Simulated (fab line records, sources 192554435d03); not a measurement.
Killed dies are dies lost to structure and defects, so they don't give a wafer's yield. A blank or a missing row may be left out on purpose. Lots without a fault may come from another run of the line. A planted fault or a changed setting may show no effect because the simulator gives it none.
Chamber matching | flow n5_finfet | N5_BEOL_M11_ETCH_66 on rie_diel-05: 4 sister chambers
The step etches SOC in N2/H2, target depth 120 nm, overetch 24 nm, time 180 s. 4 wafers are shown with their chamber, then 7 later ones without.

WAFERS WITH THEIR CHAMBER
wafer  | chamber | throttle_valve_pct (%)
L085.2 | 2       | 17.61
L090.4 | 0       | 18.01
L088.5 | 1       | 17.65
L092.5 | 3       | 17.98

WAFERS WITHOUT THEIR CHAMBER
wafer  | throttle_valve_pct (%)
L092.6 | 17.65
L091.3 | 17.67
L091.5 | 17.61
L091.6 | 17.96
L094.1 | 17.60
L094.5 | 17.66
L094.6 | 17.65

WHICH CHAMBER EACH WENT THROUGH
wafer  | from the rows above | in truth
L092.6 | 1                   | 1
L091.3 | 1                   | 1
L091.5 | 2                   | 2
L091.6 | 3                   | 3
L094.1 | 2                   | 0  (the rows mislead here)
L094.5 | 1                   | 1
L094.6 | 1                   | 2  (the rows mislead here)
Placed correctly: 5 of 7. Can't be placed from these rows: 0. Placed wrongly: 2.
How it was worked out, from the rows above alone: a wafer's distance from a chamber is the root of the sum, over the readings, of the square of ((its reading less the chamber's mean) divided by the reading's scatter). The wafer belongs to the nearest chamber; if the next one is less than 2 further off, it can't be placed. A chamber's mean is the mean of its shown wafers. The scatter: with one shown wafer a chamber, the root of the mean of the squares of how far each hidden wafer lies from its nearest shown one.
